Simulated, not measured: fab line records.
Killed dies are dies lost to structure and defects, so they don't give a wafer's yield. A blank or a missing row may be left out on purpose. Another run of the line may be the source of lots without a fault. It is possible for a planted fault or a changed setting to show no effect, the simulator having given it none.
Chamber matching | flow n5-finfet | 3 sister chambers for N5_PMOS_HMC_CHANNEL_EPI_HM_DEP_34 on pecvd-01
The step deposits SiO2 from TEOS/O2, target thk 36 nm, time 6.9 s. 3 wafers are shown with their chamber, then 12 later ones without.

WAFERS PAIRED WITH THEIR CHAMBERS
wafer  | chamber | throttle-valve-pct (%)
L080.5 | 1       | 19.0
L084.4 | 0       | 18.1
L084.5 | 2       | 17.8

WAFERS WHOSE CHAMBER IS MISSING
wafer  | throttle-valve-pct (%)
L088.1 | 17.5
L088.2 | 18.2
L088.6 | 18.3
L089.1 | 18.9
L089.2 | 18.1
L089.4 | 18.4
L090.1 | 18.3
L090.2 | 19.0
L090.3 | 17.8
L094.1 | 18.0
L094.4 | 17.8
L094.6 | 18.0

THE CHAMBER EACH PASSED THROUGH
wafer  | from the rows above          | in truth
L088.1 | can't be placed: 2 or 0      | 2
L088.2 | can't be placed: 0 or 2      | 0
L088.6 | can't be placed: 0 or 2      | 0
L089.1 | 1                            | 1
L089.2 | can't be placed: 0 or 2      | 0
L089.4 | can't be placed: 0 or 2 or 1 | 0
L090.1 | can't be placed: 0 or 2      | 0
L090.2 | 1                            | 1
L090.3 | can't be placed: 2 or 0      | 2
L094.1 | can't be placed: 0 or 2      | 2
L094.4 | can't be placed: 2 or 0      | 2
L094.6 | can't be placed: 0 or 2      | 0
Placed correctly: 2 of 12. These rows do not allow placing 10 (true chamber among the candidates in 10). Wrongly placed: 0.
How it was worked out, from the rows above alone: a wafer's distance from a chamber is the root of the sum, over the readings, of the square of ((its reading less the chamber's mean) divided by the reading's scatter). If the next closest chamber is less than 2 further off than the closest, the wafer can't be placed; otherwise it belongs to the closest. Each chamber's mean is taken over the wafers shown for it. The scatter: root of mean squared gap, hidden wafer to nearest shown wafer, with one shown wafer a chamber.
